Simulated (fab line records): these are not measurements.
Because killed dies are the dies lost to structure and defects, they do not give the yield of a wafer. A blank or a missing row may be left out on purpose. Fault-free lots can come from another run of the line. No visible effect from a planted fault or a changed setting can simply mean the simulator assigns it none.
Matching of chambers -- flow nand_harc -- NHARC_P_BONDPAD_CMP_32 on cmp-02 has 4 sister chambers
The step polishes SiCN, target thk 200 nm. 8 wafers are shown with their chamber, then 8 later ones without.

== WAFERS, EACH WITH ITS CHAMBER ==
wafer,chamber,motor_current_A (A),slurry_filter_dp_kPa (kPa)
L078.6,3,12.3,13.41
L087.1,0,11.8,13.49
L087.2,2,11.8,13.53
L088.3,2,10.7,13.55
L088.4,3,12.3,13.49
L091.5,1,13.3,13.49
L091.6,0,12.0,13.45
L093.2,1,14.0,13.76

== WAFERS WHOSE CHAMBER IS MISSING ==
wafer,motor_current_A (A),slurry_filter_dp_kPa (kPa)
L093.5,12.4,13.47
L093.6,11.9,13.48
L095.1,12.1,13.93
L095.4,12.0,13.79
L095.6,11.0,13.39
L097.2,11.8,13.38
L097.3,12.6,13.55
L097.4,11.4,13.57

== WHICH CHAMBER EACH WENT THROUGH ==
wafer,from the rows above,in truth
L093.5,can't be placed: 3 or 0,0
L093.6,can't be placed: 0 or 3 or 2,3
L095.1,can't be placed: 2 or 1 or 0 or 3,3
L095.4,can't be placed: 2 or 0 or 3 or 1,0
L095.6,can't be placed: 2 or 0 or 3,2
L097.2,can't be placed: 0 or 3 or 2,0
L097.3,can't be placed: 3 or 0 or 1 or 2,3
L097.4,can't be placed: 2 or 0 or 3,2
Correct placement for 0 of the 8. Not placeable from these rows: 8 (in 8, the candidates include the true chamber). 0 placed wrongly.
How it was worked out, from the rows above alone: a wafer's distance from a chamber is the root of the sum, over the readings, of the square of ((its reading less the chamber's mean) divided by the reading's scatter). The wafer belongs to the nearest chamber; if the next one is less than 2 further off, it can't be placed. For every chamber, the mean is computed from those of its wafers that are shown. How the scatter is found: for the shown wafers, subtract from each reading the mean of its chamber, square and add these, divide the total by (wafers less chambers), then take the root.
